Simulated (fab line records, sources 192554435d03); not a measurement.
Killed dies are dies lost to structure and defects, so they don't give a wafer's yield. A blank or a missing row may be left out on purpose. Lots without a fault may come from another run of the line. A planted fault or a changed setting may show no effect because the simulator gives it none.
A struck lot beside a sound one | flow n5_finfet | 39 steps out of a route of 1938
Sound: wafers L387.1, L387.3, L387.5. Struck: wafers L378.1, L378.4, L378.6. The cause comes at the end.
At each step with rows: each side's tool, then ch and its chambers, then its first start. Under that, the readings that differ: sound wafers | struck wafers | difference of the means | sigmas: that difference in standard deviations of wafers without a fault.
alike: readings whose means differ by less than 2 such deviations, and words and numbers that are the same on both sides. not compared: withheld readings, readings that some wafer has no value for, bounds like >300 that may hide the same value, and numbers for which the record gives no deviation and whose values overlap.
The two part at a step that has a row with sigmas, a row that says differs or no value, or rows on one side only. Numbers that don't overlap but have no deviation are shown without sigmas and don't part them. A reading that every wafer of one side lacks parts them only if that side has two wafers or more.

first, 12 steps without rows for these wafers: N5_SD_EPI_N_ETCH_35 (etches SOC in N2/H2, overetch 108 nm, time 486 s); N5_SD_EPI_N_STRIP_36 (strips in N2/H2); N5_SD_EPI_N_ETCHBACK_44 (etches SiNx in CH3F/O2, stops on SiO2, target depth 14.5 nm); N5_SD_EPI_N_ETCH_45 (etches SiOCN in CH3F/O2, target depth 6 nm); N5_SD_EPI_N_ETCH_16 (etches SiO2 in CHF3/O2, target depth 5 nm); N5_SD_EPI_N_STRIP_47 (strips in CHF3/O2); N5_SD_EPI_N_SD_RECESS_17 (chemistry HBr/Cl2/O2, target depth 41 nm, time 23.7 s, bt time 3 s); N5_SD_EPI_N_STRIP_38 (strips in N2/H2); N5_SD_EPI_N_WET_ETCH_43 (etches SiO2 in dHF, time 14 s, target depth 1.5 nm); N5_SD_EPI_N_STRIP_18 (strips in SPM, time 750 s); N5_SD_EPI_N_SRD_20 (time 30 s); N5_SD_EPI_N_PRECLEAN_48 (cleans in NF3:NH3, afs cycles 2, time 20 s, sublimation time 60 s).
N5_SD_EPI_N_VAPOR_ETCH_50: etches Si in HCl, time 54 s.
  sound on epi_rpcvd-04 ch 0, day 6 19:18; struck on epi_rpcvd-03 ch 0, day 4 23:08
  reading                | sound             | struck            | difference | sigmas
  susceptor_temp_C (C)   | 775.1 774.8 775.6 | 763.2 763.7 763.6 | -11.7      | -32
  throttle_valve_pct (%) | 12.01 12.09 12.09 | 12.63 12.78 12.41 | +0.54      | +2
then, 24 steps without rows for these wafers: N5_SD_EPI_N_EPI_21 (deposits Si:P, time 690 s); N5_SD_EPI_N_PRECLEAN_24 (cleans in O3/DIW, time 60 s); N5_SD_EPI_N_SRD_25 (time 30 s); N5_SD_EPI_N_PRECLEAN_49 (cleans in NF3:NH3, afs cycles 1, time 20 s, sublimation time 60 s); N5_SD_EPI_N_LINER_46 (material SiNx, target thk 3 nm); N5_SD_EPI_P_COAT_34 (time 60 s, resist thk 350 nm); N5_SD_EPI_P_COAT_35 (time 60 s, resist thk 35 nm); N5_SD_EPI_P_COAT_03 (resist thk 150 nm); N5_SD_EPI_P_EBR_05; N5_SD_EPI_P_SOFTBAKE_04 (time 60 s); N5_SD_EPI_P_EXPOSE_06 (exposes mask SD P BLK, target cd 240 nm); N5_SD_EPI_P_PEB_07 (peb time 60 s); N5_SD_EPI_P_DEVELOP_08 (develop time 30 s); N5_SD_EPI_P_DESCUM_14 (chemistry O2, time 7.9 s); N5_SD_EPI_P_ETCH_36 (etches SiARC in CF4, target depth 45.5 nm, time 75.8 s); N5_SD_EPI_P_ETCH_37 (etches SOC in N2/H2, overetch 108 nm, time 486 s); N5_SD_EPI_P_STRIP_38 (strips in N2/H2); N5_SD_EPI_P_ETCHBACK_46 (etches SiNx in CH3F/O2, stops on SiO2, target depth 17.5 nm); N5_SD_EPI_P_ETCH_47 (etches SiOCN in CH3F/O2, target depth 25 nm); N5_SD_EPI_P_ETCH_16 (etches SiO2 in CHF3/O2, target depth 5 nm); N5_SD_EPI_P_STRIP_50 (strips in CHF3/O2); N5_SD_EPI_P_SD_RECESS_17 (chemistry HBr/Cl2/O2, target depth 39.1 nm, bt time 3 s); N5_SD_EPI_P_WET_ETCH_45 (etches SiO2 in dHF, time 10.7 s, target depth 2 nm, rinse time 30 s); N5_SD_EPI_P_STRIP_40 (strips in N2/H2).
-- the record jumps here: 7 days lie between the struck wafers' starts before and after (it left off in module SD_EPI_P and takes up again in module BEOL_M4, whose first step shown is number 1111 of the route) --
N5_BEOL_M4_RC_MEAS_101:
  sound on prober-01 ch 0, day 14 05:09; struck on prober-01 ch 0, day 12 01:31
  reading         | sound          | struck         | difference | sigmas
  REXT_N (ohm.um) | 76.4 78.4 78.4 | 84.0 82.9 84.1 | +5.9       | +3
  alike: DIBL_N, DIBL_P, IOFF_N, IOFF_P, ION_N, ION_P, SS_N, SS_P, VT_N, VT_P
then, 1 step without rows for these wafers: N5_PASSIVATION_PROBE_49.

WHERE THEY PART
First at N5_SD_EPI_N_VAPOR_ETCH_50; last, within this record, at N5_BEOL_M4_RC_MEAS_101.

WHY: what the simulator had put in
Process parameter drift: epi_rpcvd-03, from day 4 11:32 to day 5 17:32, at N5_SD_EPI_N_VAPOR_ETCH_50. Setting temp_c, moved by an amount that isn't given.
